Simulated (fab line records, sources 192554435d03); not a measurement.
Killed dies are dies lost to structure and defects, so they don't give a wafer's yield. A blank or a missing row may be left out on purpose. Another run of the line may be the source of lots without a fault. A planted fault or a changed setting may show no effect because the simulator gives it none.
Comparing a struck lot with a sound one :: flow n5-finfet :: 35 steps out of a route of 1938
Sound: these wafers, L693.1, L693.2, L693.5. Struck: wafer L684.1. (L684.5 of the same lot was not struck and is left out.) The cause comes at the end.
Per side, at each step with rows, come the tool, then ch with its chambers, and then its first start. Under that, the readings that differ: sound wafers :: struck wafers :: difference of the means :: sigmas: that difference in standard deviations of wafers without a fault.
alike: words and numbers the same on both sides, and readings whose means are apart by under 2 such deviations; not compared: readings that were withheld, readings missing a value for some wafer, numbers with overlapping values and no deviation given by the record, and bounds like >300 which may hide the same value.
Wherever a step has rows on one side only, a row that says differs or no value, or a row with sigmas, the two part there. Numbers that have no deviation but don't overlap get no sigmas and don't part them. A reading missing from all wafers of one side parts the sides only when that side holds two or more wafers.

first, 9 steps without rows for these wafers: N5_MOL_CONTACT_COAG_SRD_128 (dry time 32 s); N5_MOL_CONTACT_COAG_CMP_52 (polishes, stops on SiO2, t overpolish 1.5 s, target thk 66.5 nm); N5_MOL_CONTACT_COAG_ANNEAL_112 (time 1800 s); N5_BEOL_M0_SAQP_PECVD_00 (deposits SiCN from 3MS/NH3, target thk 8 nm, time 14 s); N5_BEOL_M0_SAQP_ILD_DEP_01 (deposits SiOC from DEMS/O2, target thk 45.419 nm, time 8.7 s); N5_BEOL_M0_SAQP_HM_DEP_02 (deposits TiN, target thk 12 nm); N5_BEOL_M0_SAQP_PECVD_03 (deposits SiCN from 3MS/NH3, target thk 12 nm, time 21.1 s); N5_BEOL_M0_SAQP_PECVD_96 (deposits a-Si from SiH4/He, target thk 45 nm, time 45.2 s); N5_BEOL_M0_SAQP_PECVD_97 (deposits SiNx from SiH4/NH3/N2, target thk 23 nm, time 19.9 s).
N5_BEOL_M0_SAQP_PECVD_04: deposits a-Si from SiH4/He, target thk 60 nm, time 60.2 s.
  sound on pecvd-02 ch 0,2, day 9 23:43; struck on pecvd-04 ch 0, day 7 09:26
reading: heater-power-w (W)
sound: 665 653 665
struck: 476
difference: -185
sigmas: -3

reading: model.a-Si_of_BEOL_M0_SAQP_PECVD_04.thk-nm (nm)
sound: 60 59.2 61
struck: 73
difference: +13
sigmas: 
  alike: chamber-pressure-Torr, showerhead-plenum-p-Torr, throttle-valve-pct
N5_BEOL_M0_SAQP_THK_MEAS_05:
  sound: film-metro-02 at day 9 23:49; struck: film-metro-02 at day 7 09:31
reading: thk-nm (nm)
sound: 60.1 59.3 60.9
struck: 72.9
difference: +12.8
sigmas: +18
then, 15 steps without rows for these wafers: N5_BEOL_M0_SAQP_HM_DEP_111 (deposits SiO2 from SiH4/N2O, target thk 12 nm, time 7.2 s); N5_BEOL_M0_SAQP_COAT_81 (time 60 s, resist thk 100 nm); N5_BEOL_M0_SAQP_COAT_82 (time 60 s, resist thk 30 nm); N5_BEOL_M0_SAQP_COAT_08 (resist thk 90 nm); N5_BEOL_M0_SAQP_EBR_10; N5_BEOL_M0_SAQP_SOFTBAKE_09 (time 60 s); N5_BEOL_M0_SAQP_EXPOSE_11 (exposes mask M0 CORE, target cd 42 nm); N5_BEOL_M0_SAQP_PEB_12 (peb time 60 s); N5_BEOL_M0_SAQP_DEVELOP_13 (develop time 30 s); N5_BEOL_M0_SAQP_DESCUM_19 (chemistry O2, time 7.9 s); N5_BEOL_M0_SAQP_ETCH_83 (etches SiARC in CF4, target depth 39 nm, time 65 s); N5_BEOL_M0_SAQP_ETCH_84 (etches SOC in N2/H2, target depth 100 nm, overetch 20 nm, time 150 s); N5_BEOL_M0_SAQP_STRIP_80 (strips in N2/H2); N5_BEOL_M0_SAQP_HM_OPEN_112 (chemistry CHF3/O2, target SiO2, stops on a-Si, target depth 12 nm, time 13.5 s); N5_BEOL_M0_SAQP_STRIP_113 (strips in CHF3/O2).
N5_BEOL_M0_SAQP_MANDREL_ETCH_20: etches a-Si in HBr/Cl2, stops on SiNx, target depth 60 nm, bt time 10 s, time 30 s.
  sound on rie-si-05 ch 0,1, day 10 00:40; struck on rie-si-02 ch 3, day 7 10:40
reading: oes-product-au (a.u.)
sound: 0.780 0.771 0.788
struck: 0.850
difference: +0.070
sigmas: +5

reading: throttle-valve-pct (%)
sound: 35.35 35.60 35.58
struck: 34.89
difference: -0.62
sigmas: -4

reading: model.etch.depth-nm (nm)
sound: 60.05 59.29 60.9
struck: 72.91
difference: +12.83
sigmas: 
  alike: drypump-motor-current-A, he-backside-leak-sccm
  not compared: rf-hours-counter-h
then, 5 steps without rows for these wafers: N5_BEOL_M0_SAQP_STRIP_86 (strips in N2/H2); N5_BEOL_M0_SAQP_STRIP_115 (strips in post etch residue remover, time 60 s); N5_BEOL_M0_SAQP_SRD_93 (time 30 s); N5_BEOL_M0_SAQP_RECESS_114 (chemistry HF/NH3, target SiO2, target depth 14.4 nm, afs cycles 3, sublimation time 60 s); N5_BEOL_M0_SAQP_SPACER1_ALD_98 (deposits SiO2, target thk 12.8 nm, pulse time 1 s, purge time 2 s).
N5_BEOL_M0_SAQP_SPACER1_ETCHBACK_99: etches SiO2 in CHF3/O2, target depth 15.4 nm, time 7.7 s.
  sound on rie-diel-03 ch 0,1, day 10 01:53; struck on rie-diel-03 ch 1, day 7 11:53
reading: model.a-Si_of_BEOL_M0_SAQP_PECVD_04.thk-nm (nm)
sound: 59.4 58.8 60.4
struck: 72.4
difference: +12.9
sigmas: 
  alike: drypump-motor-current-A, oes-product-au, rf-vpp-V, showerhead-plenum-p-Torr, throttle-valve-pct
  not compared: rf-hours-counter-h
then, 1 step without rows for these wafers: N5_BEOL_M0_SAQP_MANDREL1_REMOVE_100 (chemistry HBr/Cl2/O2, target a-Si, stops on SiNx, bt time 10 s).
-- the record jumps here: 2 days lie between the struck wafers' starts before and after (it left off in module BEOL_M0_SAQP and takes up again in module BEOL_M4, whose first step shown is number 1111 of the route) --
N5_BEOL_M4_RC_MEAS_101:
  sound on prober-01 ch 0, day 12 08:06; struck on prober-01 ch 0, day 9 21:38
reading: IOFF_N (nA/um)
sound: 0.212 0.203 0.202
struck: 0.144
difference: -0.062
sigmas: -2

reading: ION_N (uA/um)
sound: 678 691 701
struck: 664
difference: -26
sigmas: -3
  alike: DIBL_N, DIBL_P, IOFF_P, ION_P, SS_N, SS_P, VT_N, VT_P

WHERE THEY PART
First at N5_BEOL_M0_SAQP_PECVD_04; last, within this record, at N5_BEOL_M4_RC_MEAS_101.

WHY: whatever the simulator had introduced
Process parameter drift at N5_BEOL_M0_SAQP_PECVD_04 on pecvd-04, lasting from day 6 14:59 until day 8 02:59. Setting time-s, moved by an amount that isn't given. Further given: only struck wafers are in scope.
